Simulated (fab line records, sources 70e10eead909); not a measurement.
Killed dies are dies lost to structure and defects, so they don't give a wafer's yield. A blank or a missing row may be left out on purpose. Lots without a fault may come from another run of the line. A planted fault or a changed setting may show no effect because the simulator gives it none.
fab line records | flow nand_harc
record lots=13 wafers=36 last_day=25
route steps=1159 shown A_M1@1036 A_BONDPAD@1059 END@1159
lots that met no fault: from a run of the same line without faults
start_h: hours from the record's first day to the start of the lot's first wafer shown | wait_h: hours since the lot's step before | " the same as in the row above | L1.1+2: a row that stands for several wafers | - no value, or no start given | * or withheld: withheld | < > ~ a bound
route shown NAME@n: a module of which the file shows steps, and the number in the route of the first | usual: mean/standard deviation of fault-free wafers | same: alike in all rows | chamber/n: place in a boat | sites: the reading at each site | _std_site: their standard deviation | _edge_site: outer sites' mean less inner sites' | radius_mm: how far each site lies from the wafer's centre | mask NAME#n: copy n | behind: the tool/chamber that last shaped the wafer | hold: why the lot was held/for how many hours/how that ended | device: the transistor (n, p or np) that didn't switch | end of line: the same wafers' tests at the end of the route | a step without rows: its recipe alone | killed: dies lost to structure and defects at the first sort, not the wafer's yield | map: a wafer's dies, x killed, . not, _ none there
set.NAME: the setting as run; set.NAME@STEP: as run at that earlier step | model.NAME: the simulator's own value behind a step, which no gauge read
steps of the route over a sample of lots; a table a step, a row a wafer
services: from which hour (start_h, from the record's first day; less than 0 if before it) a tool's chamber was out of use, for how many hours, and why
## steps
# step NHARC_A_M1_CD_MEAS_09
# recipe target_cd_nm=120 landing_energy_ev=500
# usual cd_nm=120.0/0.69
# columns lot.wafer tool chamber start_h wait_h cd_nm
L140.1 cd_sem-02 0 409.95 - 120.0
L140.3 " 0 " " 119.8
L140.4 " 0 " " 120.2
L142.1 cd_sem-02 0 410.69 - 119.4
L142.3 " 0 " " 120.8
L142.5 " 0 " " 120.0
L141.1 cd_sem-02 0 413.89 - 119.0
L141.3 " 0 " " 119.4
L141.6 " 0 " " 119.1
L143.2 cd_sem-02 0 421.88 - 120.5
L143.5 " 0 " " 119.7
L143.6 " 0 " " 119.7
L145.2 cd_sem-02 0 433.22 - 120.0
L145.5 " 0 " " 119.1
L145.6 " 0 " " 119.0
L147.1 cd_sem-02 0 452.69 - 121.0
L147.2 " 0 " " 120.3
L147.6 " 0 " " 120.6
L146.2 cd_sem-01 0 453.00 - 119.3
L146.5 " 0 " " 119.4
L146.6 " 0 " " 119.7
L148.3 cd_sem-03 0 462.90 - 119.8
L148.4 " 0 " " 119.7
L148.5 " 0 " " 119.6
L151.6 cd_sem-01 0 487.01 - 120.1
L154.3 cd_sem-01 0 506.47 - 120.3
L154.4 " 0 " " 119.1
L156.2 cd_sem-02 0 520.34 - 119.9
L156.3 " 0 " " 119.9
L156.4 " 0 " " 118.9
L159.1 cd_sem-01 0 530.43 - 119.5
L159.3 " 0 " " 119.7
L159.5 " 0 " " 120.2
L160.2 cd_sem-01 0 532.68 - 120.5
L160.4 " 0 " " 119.7
L160.6 " 0 " " 121.2
# step NHARC_A_M1_DEGAS_29
# recipe temp_c=250 time_s=60
# usual heater_power_w=331/36
# columns lot.wafer tool chamber start_h wait_h heater_power_w
L140.4 pvd_sputter-01 - 411.32 - 334
L140.3 " - " " 254
L140.1 " - " " 370
L142.3 pvd_sputter-03 - 412.02 - 335
L142.1 " - " " 319
L142.5 " - " " 363
L141.3 pvd_sputter-03 - 415.13 - 328
L141.1 " - " " 343
L141.6 " - " " 372
L143.2 pvd_sputter-01 - 423.19 - 374
L143.6 " - " " 356
L143.5 " - " " 339
L145.2 pvd_sputter-01 - 434.44 - 370
L145.5 " - " " 258
L145.6 " - " " 368
L147.2 pvd_sputter-01 - 453.96 - 376
L147.1 " - " " 334
L147.6 " - " " 360
L146.2 pvd_sputter-03 - 454.22 - 327
L146.5 " - " " 326
L146.6 " - " " 332
L148.3 pvd_sputter-02 - 464.11 - 301
L148.4 " - " " 317
L148.5 " - " " 326
L151.6 pvd_sputter-01 - 488.24 - 362
L154.3 pvd_sputter-02 - 507.80 - 338
L154.4 " - " " 285
L156.4 pvd_sputter-02 - 521.54 - 301
L156.3 " - " " 318
L156.2 " - " " 340
L159.3 pvd_sputter-03 - 531.67 - 361
L159.1 " - " " 314
L159.5 " - " " 358
L160.2 pvd_sputter-01 - 533.88 - 383
L160.4 " - " " 334
L160.6 " - " " 376
# step NHARC_A_M1_CMP_23
# recipe t_overpolish_s=20 target_thk_nm=154.34
# usual edge_zone_pressure_frac=1.000/0.0052 motor_current_A=12.4/1.4 time_to_endpoint_s=31/3.3
# columns lot.wafer tool chamber start_h wait_h edge_zone_pressure_frac motor_current_A time_to_endpoint_s
L140.1 cmp-04 0 412.72 - 0.991 12.0 38
L140.4 " 2 " " 1.004 13.0 30
L140.3 " 3 " " 0.997 13.6 31
L142.1 cmp-01 3 413.16 - 1.002 12.4 32
L142.3 " 0 " " 1.003 13.8 32
L142.5 " 2 " " 1.005 11.8 29
L141.3 cmp-03 0 416.24 - 0.997 12.5 31
L141.1 " 2 " " 1.002 14.4 28
L141.6 " 0 " " 0.984 12.3 33
L143.2 cmp-01 3 424.41 - 0.996 12.7 27
L143.6 " 1 " " 0.998 10.6 33
L143.5 " 2 " " 0.997 11.5 28
L145.2 cmp-01 1 435.60 - 1.006 10.7 32
L145.6 " 2 " " 0.992 11.8 25
L145.5 " 3 " " 0.995 13.2 29
L147.2 cmp-04 2 455.17 - 0.996 12.8 30
L147.1 " 3 " " 0.992 13.6 32
L147.6 " 2 " " 1.002 11.9 31
L146.2 cmp-01 3 455.38 - 1.003 13.6 28
L146.5 " 1 " " 1.001 9.9 31
L146.6 " 2 " " 1.000 12.0 27
L148.4 cmp-01 0 465.28 - 1.007 13.9 29
L148.3 " 1 " " 0.997 10.7 30
L148.5 " 3 " " 0.996 13.9 28
L151.6 cmp-01 2 489.43 - 1.002 11.5 29
L154.3 cmp-01 1 508.94 - 0.994 10.3 32
L154.4 " 2 " " 0.998 11.1 15
L156.3 cmp-04 0 522.82 - 1.007 11.2 34
L156.2 " 1 " " 0.992 11.7 27
L156.4 " 2 " " 0.994 12.4 31
L159.1 cmp-04 0 532.79 - 0.992 12.1 40
L159.3 " 2 " " 0.990 11.9 32
L159.5 " 3 " " 1.002 14.2 34
L160.4 cmp-03 3 535.91 - 1.000 10.5 30
L160.2 " 0 " " 0.998 13.0 32
L160.6 " 3 " " 0.998 10.7 29
# step NHARC_A_M1_THK_MEAS_24
# recipe thk_meas_gauge=xrf
# usual thk_nm=155.1/1.8
# columns lot.wafer tool chamber start_h wait_h thk_nm
L140.1 film_metro-01 - 413.03 - 155.5
L140.3 " - " " 156.8
L140.4 " - " " 158.2
L142.1 film_metro-01 - 413.42 - 154.7
L142.3 " - " " 155.2
L142.5 " - " " 155.1
L141.1 film_metro-02 - 416.53 - 156.1
L141.3 " - " " 156.7
L141.6 " - " " 156.1
L143.2 film_metro-01 - 424.67 - 154.6
L143.5 " - " " 152.7
L143.6 " - " " 156.7
L145.2 film_metro-01 - 435.83 - 156.7
L145.5 " - " " 154.6
L145.6 " - " " 153.2
L147.1 film_metro-02 - 455.45 - 155.2
L147.2 " - " " 155.7
L147.6 " - " " 156.0
L146.2 film_metro-02 - 455.64 - 153.5
L146.5 " - " " 154.7
L146.6 " - " " 151.7
L148.3 film_metro-01 - 465.54 - 154.7
L148.4 " - " " 155.2
L148.5 " - " " 153.8
L151.6 film_metro-01 - 489.61 - 153.3
L154.3 film_metro-01 - 509.23 - 156.6
L154.4 " - " " 146.2
L156.2 film_metro-01 - 523.11 - 152.9
L156.3 " - " " 158.9
L156.4 " - " " 157.5
L159.1 film_metro-01 - 533.07 - 158.1
L159.3 " - " " 155.7
L159.5 " - " " 157.2
L160.2 film_metro-02 - 536.20 - 155.6
L160.4 " - " " 157.0
L160.6 " - " " 154.8
# step NHARC_A_BONDPAD_DEP_00
# recipe target_thk_a=2500 temp_c=370 target_thk_nm=250 pressure_torr=3 flow_sccm=200 rf_w=450 material=SiCN
# usual heater_power_w=569/98
# columns lot.wafer tool chamber start_h wait_h heater_power_w
L140.3 pecvd-01 1 413.93 - 516
L140.1 " 2 " " 549
L140.4 " 2 " " 573
L142.3 pecvd-03 1 414.28 - 646
L142.1 " 0 " " 467
L142.5 " 1 " " 649
L141.1 pecvd-02 0 417.46 - 619
L141.3 " 1 " " 580
L141.6 " 2 " " 761
L143.2 pecvd-03 0 425.68 - 486
L143.6 " 0 " " 503
L143.5 " 2 " " 530
L145.2 pecvd-02 0 436.94 - 493
L145.5 " 0 " " 508
L145.6 " 1 " " 590
L147.1 pecvd-01 2 - - 502
L147.2 " 0 " " 540
L147.6 " 0 " " 553
L146.2 pecvd-02 0 456.49 - 609
L146.5 " 0 " " 502
L146.6 " 2 " " 811
L148.4 pecvd-01 1 466.55 - 428
L148.3 " 2 " " 467
L148.5 " 1 " " 427
L151.6 pecvd-01 1 490.80 - 491
L154.3 pecvd-01 1 510.38 - 490
L154.4 " 2 " " 564
L156.2 pecvd-03 0 523.98 - 489
L156.3 " 1 " " 642
L156.4 " 0 " " 508
L159.1 pecvd-01 1 533.93 - 488
L159.3 " 1 " " 502
L159.5 " 1 " " 507
L160.2 pecvd-02 1 537.14 - 518
L160.4 " 2 " " 784
L160.6 " 1 " " 506
# step NHARC_END_SORT_01
# recipe temp_c=25
# usual defect_limited_yield=95.4/1.8 killed_at_array=28/11 killed_at_other=0.7/0.88 killed_at_periphery=3.1/2.2 killed_dies=31/12 killed_open=3.3/2 killed_short=2.0/1.6 sort_bin_2_pct=1.5/0.73 sort_bin_3_pct=0.27/0.22 sort_bin_4_pct=2.9/1.1 sort_n_pass=646/12 sort_rim_yield_pct=93/3.9 sort_yield_pct=95.4/1.8
# same gross_dies=677 sort_bin_5_pct[%]=0 sort_bin_6_pct[%]=0 sort_bin_7_pct[%]=0 sort_bin_8_pct[%]=0 sort_rim_n_gross=106.00
# columns lot.wafer tool chamber start_h wait_h defect_limited_yield[%] killed_at_array killed_at_other killed_at_periphery killed_dies killed_open killed_short sort_bin_2_pct[%] sort_bin_3_pct[%] sort_bin_4_pct[%] sort_n_pass sort_rim_yield_pct[%] sort_yield_pct[%]
L156.2 prober-02 0 557.72 2.8 93.2 43 1 2 46 4 2 2.2 0.30 4.3 631 86 93.2
L156.3 prober-02 0 558.51 3.1 94.5 37 0 0 37 4 2 1.9 0.30 3.2 640 93 94.5
L156.4 prober-02 0 559.31 3.4 92.8 44 3 2 49 2 1 3.8 0 3.4 628 86 92.8
# killed by level:class
L156.2 A_CHANNEL_HOLE_D1:chamber_film_flake=17 A_SLIT:chamber_film_flake=11 A_CHANNEL_FILL_D1:chamber_film_flake=5 A_CONTACT:chamber_film_flake=4 P_M0:geometric_particle:open=1 A_ONON_D1:geometric_particle:open=1 A_ONON_D1:geometric_particle:short=1 A_WL_FILL:geometric_particle:short=1
L156.3 A_CHANNEL_HOLE_D1:chamber_film_flake=15 A_SLIT:chamber_film_flake=8 A_STAIRCASE:chamber_film_flake=5 A_CONTACT:geometric_particle:open=2 A_CONTACT:chamber_film_flake=2 A_SGD_CUT:geometric_particle:open=1 A_WL_FILL:geometric_particle:short=1 A_M0:geometric_particle:open=1
L156.4 A_SLIT:chamber_film_flake=15 A_CHANNEL_HOLE_D1:chamber_film_flake=13 A_CONTACT:chamber_film_flake=5 A_CHANNEL_FILL_D1:chamber_film_flake=4 A_STAIRCASE:chamber_film_flake=3 THIN_TSV:chamber_film_flake=3 A_BONDPAD:chamber_film_flake=2 P_GATE:geometric_particle:open=1
## services
# columns tool chamber start_h hours kind
cmp-04 - 388.24 0.5 repair
pvd_sputter-02 - 392.00 10.0 pm
pvd_sputter-03 - 392.28 1.3 repair
cmp-01 - 395.14 1.4 repair
cmp-04 - 399.00 4.0 pm
pecvd-02 1 400.68 11.8 repair
cmp-03 - 411.00 0.9 repair
pvd_sputter-02 - 411.50 4.1 repair
pecvd-01 - 418.13 13.0 pm
cmp-01 - 440.23 1.1 repair
pecvd-01 - 442.43 0.9 repair
cmp-01 - 446.35 1.8 repair
pecvd-02 1 454.70 16.9 repair
pvd_sputter-03 - 458.04 10.0 pm
pvd_sputter-01 - 473.36 1.2 repair
cmp-01 - 473.50 4.0 pm
pecvd-03 - 475.11 13.0 pm
pvd_sputter-03 - 476.42 1.3 repair
pvd_sputter-02 - 481.35 2.7 repair
cmp-04 - 492.96 22.0 repair
pvd_sputter-01 - 514.01 10.0 pm
cmp-04 - 514.99 4.0 pm
pecvd-02 - 515.02 13.0 pm
pvd_sputter-01 - 527.49 1.4 repair
## key
first_sign step=NHARC_A_M1_CMP_23 reading=time_to_endpoint_s direction=down sigmas=4.8 usual=* struck=*
effect step=NHARC_A_M1_THK_MEAS_24 reading=thk_nm direction=down sigmas=4.9 usual=155.1 struck=146.2
met_at NHARC_A_M1_CMP_23
struck_lots L154
struck_wafers L154.4
not_acting_at NHARC_A_M1_CD_MEAS_09,NHARC_A_M1_DEGAS_29,NHARC_A_BONDPAD_DEP_00
onset_between 465.28 508.94
fault kind=process_parameter_drift tool=cmp-01 chamber=- onset_h=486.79 steps=NHARC_A_M1_CMP_23 channel=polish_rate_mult offset=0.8 shape=step end_h=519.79 scope=struck_wafers_only
